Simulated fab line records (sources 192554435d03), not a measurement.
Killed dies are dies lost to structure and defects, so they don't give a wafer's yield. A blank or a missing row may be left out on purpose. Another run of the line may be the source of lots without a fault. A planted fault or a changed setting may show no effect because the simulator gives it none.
fab line records	flow n5_finfet
[record] lots = 7	wafers = 21
route steps=1938 shown BEOL_M6@1233 BEOL_M7@1289 BEOL_M8@1335 BEOL_M9@1405
start_h: start of the lot's first displayed wafer, in hours after the record's first day	wait_h: hours elapsed since this lot's preceding step	" identical to the entry in the row above	L1.1+2: a row that stands for several wafers	- either no value or no given start	* or withheld: withheld	< > ~ a bound
route shown NAME@n: a module of which the file shows steps, and the number in the route of the first	usual: mean and standard deviation over wafers with no fault	same: alike in all rows	chamber/n: place in a boat	sites: each site's reading	_std_site: their standard deviation	_edge_site: mean of outer sites minus mean of inner sites	radius_mm: how far each site lies from the wafer's centre	mask NAME#n: copy n	behind: the tool/chamber that last shaped the wafer	hold: cause of the lot's hold/its duration in hours/its outcome	device: the transistor (n, p or np) that didn't switch	end of line: tests run on the same wafers once the route is complete	step lacking rows: just its recipe	killed: dies lost to structure and defects at the first sort, not the wafer's yield	map: a wafer's dies, marking killed ones x, the rest . and places with no die _
set.NAME: the run value of the setting; set.NAME@STEP: its run value at that earlier step	model.NAME: the simulator's own value behind a step, which no gauge read
lots where settings were altered on purpose, with a table for each step and a row for each wafer
[[steps]]
[step N5_BEOL_M6_ETCH_66]
[recipe] chemistry = N2/H2	target = SOC	target_depth_a = 800	overetch_a = 160	mask_material = SiARC	temp_c = 40	time_s = 120	ion_energy_ev = 200	pressure_mtorr = 30	source_w = 840	bias_w = 150	n2_flow_sccm = 200	h2_flow_sccm = 200
[usual] rf_vpp_V = 523.4/1.8
lot.wafer	tool	chamber	start_h	wait_h	set.bias_w	rf_vpp_V
L079.1	rie_diel-06	0	212.83	0.0	150	525.1
L079.3	"	2	"	"	150	522.3
L079.5	"	3	"	"	150	526.7
L082.1	rie_diel-03	0	237.07	0.0	150	522.7
L082.2	"	3	"	"	150	525.0
L082.4	"	2	"	"	150	525.3
L083.1	rie_diel-03	1	240.40	0.0	150	522.3
L083.3	"	3	"	"	150	524.9
L083.6	"	2	"	"	150	525.4
L089.3	rie_diel-06	2	279.28	0.0	150	522.2
L089.5	"	3	"	"	150	525.6
L089.6	"	2	"	"	138.8	497.8
L090.2	rie_diel-05	2	292.92	0.0	126.6	468.5
L090.3	"	3	"	"	150	523.3
L090.4	"	0	"	"	126.6	468.9
L094.2	rie_diel-05	1	300.80	0.0	150	525.6
L094.3	"	3	"	"	150	522.8
L094.5	"	3	"	"	150	522.5
L095.1	rie_diel-03	2	314.16	0.0	150	523.1
L095.3	"	1	"	"	150	523.2
L095.4	"	0	"	"	164.2	553.3
[step N5_BEOL_M6_TRENCH_ETCH_37]
[recipe] chemistry = C4F6/O2	target_depth_a = 944.35	target = SiCOH_lowk	time_s = 31.5	ion_energy_ev = 250	pressure_mtorr = 30	source_w = 345	bias_w = 185	Ar_flow_sccm = 300	C4F6_flow_sccm = 10	O2_flow_sccm = 10
lot.wafer	tool	chamber	start_h	wait_h	set.time_s	model.etch.depth_nm	model.BEOL_M6.feature_depth_nm
L079.1	rie_diel-06	0	-	-	31.5	94.52	94.6
L079.3	"	2	"	"	31.5	94.8	94.8
L079.5	"	3	"	"	31.5	91.03	91
L082.1	rie_diel-03	0	-	-	31.5	94.48	94.4
L082.2	"	3	"	"	29.28	86.06	86
L082.4	"	2	"	"	29.28	88.81	88.8
L083.1	rie_diel-03	1	-	-	31.5	95.56	95.6
L083.3	"	3	"	"	31.5	91.74	91.8
L083.6	"	2	"	"	31.5	94.73	94.8
L089.3	rie_diel-06	2	-	-	31.5	94.6	94.6
L089.5	"	3	"	"	31.5	91.57	91.6
L089.6	"	2	"	"	33.67	101.7	101.6
L090.2	rie_diel-05	2	-	-	31.5	95.17	95.2
L090.3	"	3	"	"	31.5	89.7	89.6
L090.4	"	0	"	"	37.33	112.2	112.2
L094.2	rie_diel-05	1	-	-	27.19	80.63	80.6
L094.3	"	3	"	"	27.19	77.59	77.6
L094.5	"	3	"	"	31.5	88.85	88.8
L095.1	rie_diel-03	2	-	-	31.5	94.44	94.4
L095.3	"	1	"	"	26.3	80.9	81
L095.4	"	0	"	"	31.5	92.41	92.4
[step N5_BEOL_M6_ETCH_41]
[recipe] chemistry = CH3F/O2	target = SiCN	target_depth_a = 297	taper_deg = 2	time_s = 52	ion_energy_ev = 120	mask_material = TiN	pressure_mtorr = 30	source_w = 395	bias_w = 75	Ar_flow_sccm = 150	CH3F_flow_sccm = 30	O2_flow_sccm = 20
[step N5_BEOL_M6_STRIP_80]
[recipe] chemistry = N2/H2	time_s = 10	power_w = 450	temp_c = 40	pressure_mtorr = 20	rf_frequency_hz = 6e+07	bias_power_w = 7	n2_flow_sccm = 200	h2_flow_sccm = 200
[step N5_BEOL_M6_OCD_MEAS_38]
[usual] trench_depth_nm = 93.9/2.3
lot.wafer	tool	chamber	start_h	wait_h	set.time_s@BEOL_M6_TRENCH_ETCH_37	trench_depth_nm
L079.1	ocd-01	-	213.18	-	31.5	94.6
L079.3	"	-	"	"	31.5	94.8
L079.5	"	-	"	"	31.5	90.5
L082.1	ocd-02	-	237.42	-	31.5	94.2
L082.2	"	-	"	"	29.28	85.9
L082.4	"	-	"	"	29.28	88.4
L083.1	ocd-02	-	240.74	-	31.5	95.2
L083.3	"	-	"	"	31.5	92.1
L083.6	"	-	"	"	31.5	94.6
L089.3	ocd-02	-	279.62	-	31.5	94.3
L089.5	"	-	"	"	31.5	91.7
L089.6	"	-	"	"	33.67	101.8
L090.2	ocd-02	-	293.27	-	31.5	95.3
L090.3	"	-	"	"	31.5	89.7
L090.4	"	-	"	"	37.33	111.7
L094.2	ocd-02	-	301.14	-	27.19	80.4
L094.3	"	-	"	"	27.19	77.4
L094.5	"	-	"	"	31.5	89.7
L095.1	ocd-01	-	314.51	-	31.5	94.6
L095.3	"	-	"	"	26.3	81.0
L095.4	"	-	"	"	31.5	92.1
[step N5_BEOL_M6_HM_STRIP_39]
[recipe] chemistry = peroxide_tin_strip	material = TiN	target_depth_a = 250	temp_c = 50	time_s = 158
[step N5_BEOL_M6_SRD_40]
[recipe] time_s = 30	temp_c = 23	rinse_liquid = diw	dry = ipa_marangoni
[step N5_BEOL_M6_ECD_50]
[recipe] material = Cu	target_thk_a = 3000
[step N5_BEOL_M6_ANNEAL_51]
[recipe] temp_c = 225	time_s = 90	ambient = N2
[step N5_BEOL_M6_CMP_52]
[recipe] stop_on = SiCOH_lowk	t_overpolish_s = 6.9	down_force_psi = 1	platen_rpm = 50	clearing_platen_down_force_psi = 1.5	clearing_platen_rpm = 50	post_cmp_clean = cu_alkaline	target_thk_nm = 80	clearing_platen_pad_velocity_m_s = 0.99484	pad_velocity_m_s = 0.99484
lot.wafer	tool	chamber	start_h	wait_h	set.time_s@BEOL_M6_TRENCH_ETCH_37	model.Cu_of_BEOL_M6_ECD_50.thk_nm
L079.1	cmp-04	3	215.79	0.3	31.5	77.6
L079.3	"	0	"	"	31.5	81.2
L079.5	"	2	"	"	31.5	78
L082.1	cmp-03	3	239.52	0.3	31.5	82.4
L082.4	"	1	"	"	29.28	74
L082.2	"	2	"	"	29.28	71.4
L083.1+6	cmp-01	2	242.85	0.3	31.5	80.2
L083.3	"	0	"	"	31.5	75.8
L089.3	cmp-04	2	281.25	0.2	31.5	81.4
L089.5	"	2	"	"	31.5	77.4
L089.6	"	3	"	"	33.67	84
L090.3	cmp-01	1	295.51	0.2	31.5	77.8
L090.4	"	2	"	"	37.33	97.8
L090.2	"	3	"	"	31.5	85
L094.2	cmp-01	2	303.93	0.3	27.19	66.6
L094.3	"	3	"	"	27.19	67.4
L094.5	"	1	"	"	31.5	77.8
L095.3	cmp-04	3	318.46	0.5	26.3	65.8
L095.4	"	0	"	"	31.5	79.8
L095.1	"	1	"	"	31.5	82
[step N5_BEOL_M6_PRE_CLEAN_55]
[recipe] gas = NH3	time_s = 15	temp_c = withheld	rf_power_w = 300
[step N5_BEOL_M6_DEP_56]
[recipe] material = SiCN	target_thk_a = 100	temp_c = withheld	precursor = 3MS/NH3	pressure_torr = 3	rf_w = 202	time_s = 17.5
[step N5_BEOL_M6_RS_MEAS_57]
[recipe] thk_meas_gauge = four-point-probe	reads = Cu_of_BEOL_M6_ECD_50+Co_of_BEOL_M6_CVD_78+TaN_of_BEOL_M6_ALD_77
[usual] M6_RS = 0.287/0.012
lot.wafer	tool	chamber	start_h	wait_h	set.time_s@BEOL_M6_TRENCH_ETCH_37	M6_RS[ohm/sq]
L079.1	film_metro-01	-	216.18	0.1	31.5	0.296
L079.3	"	-	"	"	31.5	0.281
L079.5	"	-	"	"	31.5	0.294
L082.1	film_metro-01	-	239.94	0.1	31.5	0.276
L082.2	"	-	"	"	29.28	0.327
L082.4	"	-	"	"	29.28	0.314
L083.1	film_metro-01	-	243.30	0.1	31.5	0.285
L083.3	"	-	"	"	31.5	0.305
L083.6	"	-	"	"	31.5	0.285
L089.3	film_metro-01	-	281.68	0.1	31.5	0.280
L089.5	"	-	"	"	31.5	0.297
L089.6	"	-	"	"	33.67	0.270
L090.2	film_metro-01	-	295.90	0.1	31.5	0.267
L090.3	"	-	"	"	31.5	0.295
L090.4	"	-	"	"	37.33	0.227
L094.2	film_metro-01	-	304.28	0.1	27.19	0.355
L094.3	"	-	"	"	27.19	0.351
L094.5	"	-	"	"	31.5	0.295
L095.1	film_metro-01	-	318.88	0.1	31.5	0.277
L095.3	"	-	"	"	26.3	0.361
L095.4	"	-	"	"	31.5	0.286
[step N5_BEOL_M7_COAT_71]
[recipe] resist = underlayer	temp_c = 205	time_s = 60	spin_rpm = 1500	resist_thk_nm = 5
lot.wafer	tool	chamber	start_h	wait_h	set.spin_rpm
L079.1	litho_track-05	0	-	-	1500
L079.3+5	"	0	"	"	1350
L082.1+2+4	litho_track-02	0	-	-	1358
L083.1+3+6	litho_track-01	0	-	-	1500
L089.3+5	litho_track-05	0	-	-	1500
L089.6	"	0	"	"	1572
L090.2+3+4	litho_track-05	0	-	-	1500
L094.2+3+5	litho_track-01	0	-	-	1500
L095.1+3+4	litho_track-02	0	-	-	1500
[step N5_BEOL_M7_EXPOSE_25]
[recipe] mask_id = V6	na = 0.33	source_shape = annular	sigma_inner = 0.4	sigma_outer = 0.8	polarization = unpolarized	target_cd_nm = 40	dose_mj = 42.5
lot.wafer	tool	chamber	start_h	wait_h	mask	set.dose_mj
L079.1	euv_scanner-02	0	219.71	-	V6#0	40.99
L079.3+5	"	0	"	"	V6#0	42.5
L082.1+4	euv_scanner-02	0	242.71	-	V6#0	42.5
L082.2	"	0	"	"	V6#0	41.26
L083.1+3+6	euv_scanner-01	0	246.99	-	V6#0	42.5
L089.3+5+6	euv_scanner-01	0	286.89	-	V6#0	42.5
L090.2+4	euv_scanner-02	0	300.59	-	V6#0	41.7
L090.3	"	0	"	"	V6#0	42.5
L094.2+5	euv_scanner-02	0	310.81	-	V6#0	42.5
L094.3	"	0	"	"	V6#0	45.04
L095.1+3+4	euv_scanner-02	0	320.87	-	V6#0	42.5
[step N5_BEOL_M7_PEB_26]
[recipe] peb_temp_c = 100	peb_time_s = 60	resist = CAR-EUV
[step N5_BEOL_M7_DEVELOP_27]
[recipe] develop_time_s = 30	developer = TMAH	resist = CAR-EUV	rinse_liquid = surfactant_rinse	dry = air_spin	dev_temp_c = 23
[step N5_BEOL_M7_DESCUM_33]
[recipe] chemistry = O2	time_s = 7	source_power_w = 50	bias_power_w = 20	pressure_mtorr = 20	rf_frequency_hz = 2.712e+07	temp_c = 40	resist = CAR-EUV	o2_flow_sccm = 225
lot.wafer	tool	chamber	start_h	wait_h	set.dose_mj@BEOL_M7_EXPOSE_25	model.BEOL_M7.cd_nm
L079.1	rie_diel-02	2	220.00	0.0	40.99	39.4
L079.3	"	3	"	"	42.5	39.8
L079.5	"	2	"	"	42.5	40
L082.1	rie_diel-01	3	242.97	0.0	42.5	39.8
L082.2	"	1	"	"	41.26	39.4
L082.4	"	2	"	"	42.5	40
L083.1+3+6	rie_diel-04	0,3,0	247.26	0.0	42.5	40
L089.3+5	rie_diel-04	3	287.93	0.8	42.5	39.8
L089.6	"	2	"	"	42.5	40.2
L090.2	rie_diel-04	0	301.05	0.2	41.7	39.8
L090.3	"	3	"	"	42.5	40.2
L090.4	"	1	"	"	41.7	39.6
L094.2+5	rie_diel-02	0	311.20	0.2	42.5	40
L094.3	"	3	"	"	45.04	41
L095.1+3	rie_diel-02	2,3	321.21	0.1	42.5	40.2
L095.4	"	0	"	"	42.5	40.4
[step N5_BEOL_M7_ETCH_72]
[recipe] chemistry = N2/H2	target = underlayer	target_depth_a = 65	mask_material = CAR-EUV	time_s = 5.2	ion_energy_ev = 200	pressure_mtorr = 30	source_w = 840	bias_w = 150	n2_flow_sccm = 200	h2_flow_sccm = 200	ends = cleared
lot.wafer	tool	chamber	start_h	wait_h	set.spin_rpm@BEOL_M7_COAT_71	set.dose_mj@BEOL_M7_EXPOSE_25	model.etch.depth_nm	model.BEOL_M7.cd_nm
L079.1	rie_diel-02	2	220.03	0.0	1500	40.99	5.002	39.4
L079.3	"	3	"	"	1350	42.5	5.266	39.8
L079.5	"	2	"	"	1350	42.5	5.261	40
L082.1	rie_diel-01	3	243.00	0.0	1358	42.5	5.261	39.8
L082.2	"	1	"	"	1358	41.26	5.264	39.4
L082.4	"	2	"	"	1358	42.5	5.262	39.8
L083.1	rie_diel-04	0	247.29	0.0	1500	42.5	4.997	40
L083.3	"	3	"	"	1500	42.5	4.992	40
L083.6	"	0	"	"	1500	42.5	4.984	40
L089.3	rie_diel-04	3	287.97	0.0	1500	42.5	5.006	39.8
L089.5	"	3	"	"	1500	42.5	5.007	39.8
L089.6	"	2	"	"	1572	42.5	4.898	40.2
L090.2	rie_diel-04	0	301.08	0.0	1500	41.7	4.999	39.8
L090.3	"	3	"	"	1500	42.5	5.005	40.2
L090.4	"	1	"	"	1500	41.7	5.001	39.6
L094.2	rie_diel-02	0	311.23	0.0	1500	42.5	5.006	40
L094.3	"	3	"	"	1500	45.04	4.986	41
L094.5	"	0	"	"	1500	42.5	4.994	40
L095.1	rie_diel-02	2	321.25	0.0	1500	42.5	4.993	40.2
L095.3	"	3	"	"	1500	42.5	4.994	40.2
L095.4	"	0	"	"	1500	42.5	4.997	40.4
[step N5_BEOL_M8_PECVD_70]
[recipe] material = SiO2	target_thk_a = 200	temp_c = 400	precursor = TEOS/O2	pressure_torr = 5.5	rf_w = 450	teos_flow_sccm = 53.8	gas = O2	flow_sccm = 3000	time_s = 22.7
lot.wafer	tool	chamber	start_h	wait_h	set.temp_c	model.SiO2_of_BEOL_M8_PECVD_70.thk_nm
L079.1+3	pecvd-03	2,1	224.80	0.0	394.7	20.8
L079.5	"	1	"	"	400	20.4
L082.1	pecvd-04	2	246.95	0.0	416.3	17.4
L082.2	"	1	"	"	400	19.6
L082.4	"	2	"	"	400	20
L083.1	pecvd-04	2	251.63	0.0	400	19.8
L083.3+6	"	0,2	"	"	400	20.2
L089.3	pecvd-03	0	291.52	0.0	400	20.2
L089.5+6	"	1,0	"	"	400	20.6
L090.2	pecvd-03	1	305.47	0.0	400	20.4
L090.3+4	"	0,1	"	"	405.6	19.4
L094.2	pecvd-03	1	315.37	0.0	407.7	19.6
L094.3	"	2	"	"	400	20
L094.5	"	0	"	"	400	20.8
L095.1	pecvd-03	0	325.19	0.0	400	19.6
L095.3	"	1	"	"	400	20.6
L095.4	"	0	"	"	400	20.4
[step N5_BEOL_M8_DEVELOP_10]
[recipe] develop_time_s = 30	developer = TMAH	resist = CAR-ArF	rinse_liquid = diw	dry = air_spin	dev_temp_c = 23
lot.wafer	tool	chamber	start_h	wait_h	set.develop_time_s
L079.1	litho_track-01	0	-	-	24.36
L079.3+5	"	0	"	"	30
L082.1+2+4	litho_track-01	0	-	-	30
L083.1+3+6	litho_track-04	0	-	-	30
L089.3+5+6	litho_track-01	0	-	-	30
L090.2+3	litho_track-01	0	-	-	24.71
L090.4	"	0	"	"	30
L094.2+3+5	litho_track-03	0	-	-	30
L095.1+3+4	litho_track-01	0	-	-	30
[step N5_BEOL_M8_STRIP_80]
[recipe] chemistry = N2/H2	time_s = 10	power_w = 450	temp_c = 40	pressure_mtorr = 20	rf_frequency_hz = 6e+07	bias_power_w = 7	n2_flow_sccm = 200	h2_flow_sccm = 200
[step N5_BEOL_M8_HM_STRIP_39]
[recipe] chemistry = peroxide_tin_strip	material = TiN	target_depth_a = 250	temp_c = 50	time_s = 158
lot.wafer	tool	chamber	start_h	wait_h	set.temp_c@BEOL_M8_PECVD_70	model.SiO2_of_BEOL_M8_PECVD_70.thk_nm
L079.1+3	wet_bench-02	4,3	229.99	0.0	394.7	20.6
L079.5	"	2	"	"	400	20.2
L082.1	wet_bench-03	3	249.74	0.1	416.3	17.4
L082.2	"	4	"	"	400	19.4
L082.4	"	0	"	"	400	20
L083.1	wet_bench-02	4	257.10	0.0	400	19.6
L083.3+6	"	1,2	"	"	400	20
L089.3	wet_bench-05	1	295.41	0.0	400	20
L089.5+6	"	2,5	"	"	400	20.4
L090.2	wet_bench-05	1	313.60	0.0	400	20.2
L090.3+4	"	2,4	"	"	405.6	19.2
L094.2	wet_bench-03	5	318.36	0.0	407.7	19.4
L094.3	"	1	"	"	400	20
L094.5	"	6	"	"	400	20.6
L095.1	wet_bench-03	1	328.25	0.0	400	19.4
L095.3	"	0	"	"	400	20.4
L095.4	"	4	"	"	400	20.2
[step N5_BEOL_M9_HM_DEP_02]
[recipe] material = TiN	target_thk_a = 200	temp_c = 25	chamber_pressure_pa = 0.49996
lot.wafer	tool	chamber	start_h	wait_h	set.target_thk_a	model.TiN_of_BEOL_M9_HM_DEP_02.thk_nm
L079.1+5	pvd_sputter-01	-	235.72	0.3	200	20.2
L079.3	"	-	"	"	200	19.6
L082.1	pvd_sputter-02	-	256.55	1.5	222.8	22.2
L082.2	"	-	"	"	222.8	22.4
L082.4	"	-	"	"	200	20.2
L083.1+3	pvd_sputter-01	-	261.26	1.1	200	19.6
L083.6	"	-	"	"	200	19.4
L089.3	pvd_sputter-01	-	301.18	2.2	215	22
L089.5+6	"	-	"	"	200	20
L090.2	pvd_sputter-03	-	318.14	1.0	200	20
L090.3	"	-	"	"	188.5	19
L090.4	"	-	"	"	200	20.2
L094.2	pvd_sputter-03	-	321.69	0.5	184.2	18.6
L094.3	"	-	"	"	200	19.8
L094.5	"	-	"	"	184.2	18.2
L095.1+4	pvd_sputter-01	-	331.93	0.2	200	19.8
L095.3	"	-	"	"	200	20
[step N5_BEOL_M9_DESCUM_16]
[recipe] chemistry = O2	time_s = 7.9	source_power_w = 50	bias_power_w = 20	pressure_mtorr = 20	rf_frequency_hz = 2.712e+07	temp_c = 40	resist = CAR-ArF	o2_flow_sccm = 225
lot.wafer	tool	chamber	start_h	wait_h	set.time_s	model.CAR-ArF_of_BEOL_M9_COAT_05.thk_nm
L079.1	rie_diel-04	2	236.31	0.0	7.9	83.4
L079.3	"	1	"	"	7.9	83
L079.5	"	1	"	"	7.9	83.2
L082.1	rie_diel-04	3	257.33	0.2	8.654	83
L082.2	"	0	"	"	7.9	84
L082.4	"	2	"	"	8.654	83.2
L083.1+6	rie_diel-01	1	261.84	0.0	7.9	83.6
L083.3	"	3	"	"	7.9	83.4
L089.3	rie_diel-04	3	301.64	0.0	7.9	83.6
L089.5	"	1	"	"	6.809	84.4
L089.6	"	0	"	"	7.9	83.8
L090.2	rie_diel-04	3	318.72	0.0	7.9	83.6
L090.3	"	2	"	"	7.9	83.4
L090.4	"	1	"	"	7.9	83.2
L094.2	rie_diel-04	1	322.15	0.0	9.096	82.6
L094.3+5	"	0,3	"	"	7.9	83.4
L095.1	rie_diel-02	3	332.51	0.0	7.9	84
L095.3	"	1	"	"	7.9	83.4
L095.4	"	0	"	"	9.157	82.8
[step N5_BEOL_M9_ETCH_61]
[recipe] chemistry = CF4	target = SiARC	target_depth_a = 390	mask_material = CAR-ArF	time_s = 65	ion_energy_ev = 80	pressure_mtorr = 40	source_w = 545	bias_w = 36	Ar_flow_sccm = 100	cf4_flow_sccm = 100	ends = cleared
lot.wafer	tool	chamber	start_h	wait_h	set.time_s@BEOL_M9_DESCUM_16	model.CAR-ArF_of_BEOL_M9_COAT_05.thk_nm
L079.1	rie_diel-04	2	236.34	0.0	7.9	55.6
L079.3+5	"	1	"	"	7.9	55.2
L082.1	rie_diel-04	3	257.36	0.0	8.654	55
L082.2	"	0	"	"	7.9	56
L082.4	"	2	"	"	8.654	55.2
L083.1+6	rie_diel-01	1	261.88	0.0	7.9	55.4
L083.3	"	3	"	"	7.9	55.2
L089.3	rie_diel-04	3	301.67	0.0	7.9	55.6
L089.5	"	1	"	"	6.809	56.2
L089.6	"	0	"	"	7.9	55.8
L090.2	rie_diel-04	3	318.76	0.0	7.9	55.6
L090.3	"	2	"	"	7.9	55.4
L090.4	"	1	"	"	7.9	55.2
L094.2	rie_diel-04	1	322.18	0.0	9.096	54.8
L094.3+5	"	0,3	"	"	7.9	55.6
L095.1	rie_diel-02	3	332.55	0.0	7.9	55.8
L095.3	"	1	"	"	7.9	55.4
L095.4	"	0	"	"	9.157	54.8
[step N5_BEOL_M9_ETCH_62]
[recipe] chemistry = N2/H2	target = SOC	target_depth_a = 1100	overetch_a = 220	mask_material = SiARC	temp_c = 40	time_s = 165	ion_energy_ev = 200	pressure_mtorr = 30	source_w = 840	bias_w = 150	n2_flow_sccm = 200	h2_flow_sccm = 200
[step N5_BEOL_M9_STRIP_68]
[recipe] chemistry = N2/H2	temp_c = 40	n2_flow_sccm = 200	h2_flow_sccm = 200	rf_frequency_hz = 6e+07
[step N5_BEOL_M9_STRIP_67]
[recipe] chemistry = CF4	resist = SiARC	power_w = 300	bias_power_w = 75	pressure_mtorr = 50	cf4_flow_sccm = 150	rf_frequency_hz = 6e+07
[step N5_BEOL_M9_HM_OPEN_17]
[recipe] chemistry = Cl2/BCl3	target_depth_a = 200	overetch_a = 60	target = TiN	mask_material = SOC	ion_energy_ev = 150	pressure_mtorr = 10	icp_w = 1000	bias_w = 126	Cl2_flow_sccm = 53.25	bcl3_flow_sccm = 21.75	Ar_flow_sccm = 25
lot.wafer	tool	chamber	start_h	wait_h	set.target_thk_a@BEOL_M9_HM_DEP_02	model.etch.depth_nm
L079.1	rie_metal-03	1	236.58	0.0	200	20.11
L079.3	"	1	"	"	200	19.55
L079.5	"	0	"	"	200	20.12
L082.1	rie_metal-03	1	257.60	0.0	222.8	22.24
L082.2	"	0	"	"	222.8	22.35
L082.4	"	1	"	"	200	20.13
L083.1	rie_metal-03	0	262.12	0.0	200	19.56
L083.3	"	0	"	"	200	19.67
L083.6	"	1	"	"	200	19.44
L089.3	rie_metal-02	0	301.94	0.1	215	21.96
L089.5	"	1	"	"	200	19.93
L089.6	"	0	"	"	200	19.99
L090.2	rie_metal-03	1	318.99	0.0	200	19.97
L090.3	"	0	"	"	188.5	19.09
L090.4	"	1	"	"	200	20.18
L094.2	rie_metal-03	1	322.42	0.0	184.2	18.69
L094.3	"	1	"	"	200	19.86
L094.5	"	1	"	"	184.2	18.29
L095.1	rie_metal-01	0	332.78	0.0	200	19.83
L095.3	"	0	"	"	200	20.03
L095.4	"	1	"	"	200	19.84
[[key]]
[split] step = N5_BEOL_M6_ETCH_66	setting = bias_w	stated = 150	by = wafer
[response] step = N5_BEOL_M6_ETCH_66	reading = rf_vpp_V	change = +3.43	per = 1%	r = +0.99
[split] step = N5_BEOL_M6_TRENCH_ETCH_37	setting = time_s	stated = 31.5	by = wafer
[response] step = N5_BEOL_M6_TRENCH_ETCH_37	reading = model.etch.depth_nm	change = +0.906	per = 1%	r = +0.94
[response] step = N5_BEOL_M6_TRENCH_ETCH_37	reading = model.BEOL_M6.feature_depth_nm	change = +0.903	per = 1%	r = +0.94
[response] step = N5_BEOL_M6_OCD_MEAS_38	reading = trench_depth_nm	change = +0.908	per = 1%	r = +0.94
[response] step = N5_BEOL_M6_CMP_52	reading = model.Cu_of_BEOL_M6_ECD_50.thk_nm	change = +0.89	per = 1%	r = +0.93
[response] step = N5_BEOL_M6_RS_MEAS_57	reading = M6_RS	change = -0.00394	per = 1%	r = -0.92
[split] step = N5_BEOL_M7_COAT_71	setting = spin_rpm	stated = 1500	by = wafer
[response] step = N5_BEOL_M7_ETCH_72	reading = model.etch.depth_nm	change = -0.0255	per = 1%	r = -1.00
[split] step = N5_BEOL_M7_EXPOSE_25	setting = dose_mj	stated = 42.5	by = wafer
[response] step = N5_BEOL_M7_DESCUM_33	reading = model.BEOL_M7.cd_nm	change = +0.168	per = 1%	r = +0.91
[response] step = N5_BEOL_M7_ETCH_72	reading = model.BEOL_M7.cd_nm	change = +0.163	per = 1%	r = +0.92
[split] step = N5_BEOL_M8_PECVD_70	setting = temp_c	stated = 400	by = wafer
[response] step = N5_BEOL_M8_PECVD_70	reading = model.SiO2_of_BEOL_M8_PECVD_70.thk_nm	change = -0.551	per = 1%	r = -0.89
[response] step = N5_BEOL_M8_HM_STRIP_39	reading = model.SiO2_of_BEOL_M8_PECVD_70.thk_nm	change = -0.543	per = 1%	r = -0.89
[split] step = N5_BEOL_M8_DEVELOP_10	setting = develop_time_s	stated = 30	by = wafer
response none clear
[split] step = N5_BEOL_M9_HM_DEP_02	setting = target_thk_a	stated = 200	by = wafer
[response] step = N5_BEOL_M9_HM_DEP_02	reading = model.TiN_of_BEOL_M9_HM_DEP_02.thk_nm	change = +0.2	per = 1%	r = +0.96
[response] step = N5_BEOL_M9_HM_OPEN_17	reading = model.etch.depth_nm	change = +0.199	per = 1%	r = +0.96
[split] step = N5_BEOL_M9_DESCUM_16	setting = time_s	stated = 7.9	by = wafer
[response] step = N5_BEOL_M9_DESCUM_16	reading = model.CAR-ArF_of_BEOL_M9_COAT_05.thk_nm	change = -0.0585	per = 1%	r = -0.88
[response] step = N5_BEOL_M9_ETCH_61	reading = model.CAR-ArF_of_BEOL_M9_COAT_05.thk_nm	change = -0.0528	per = 1%	r = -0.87
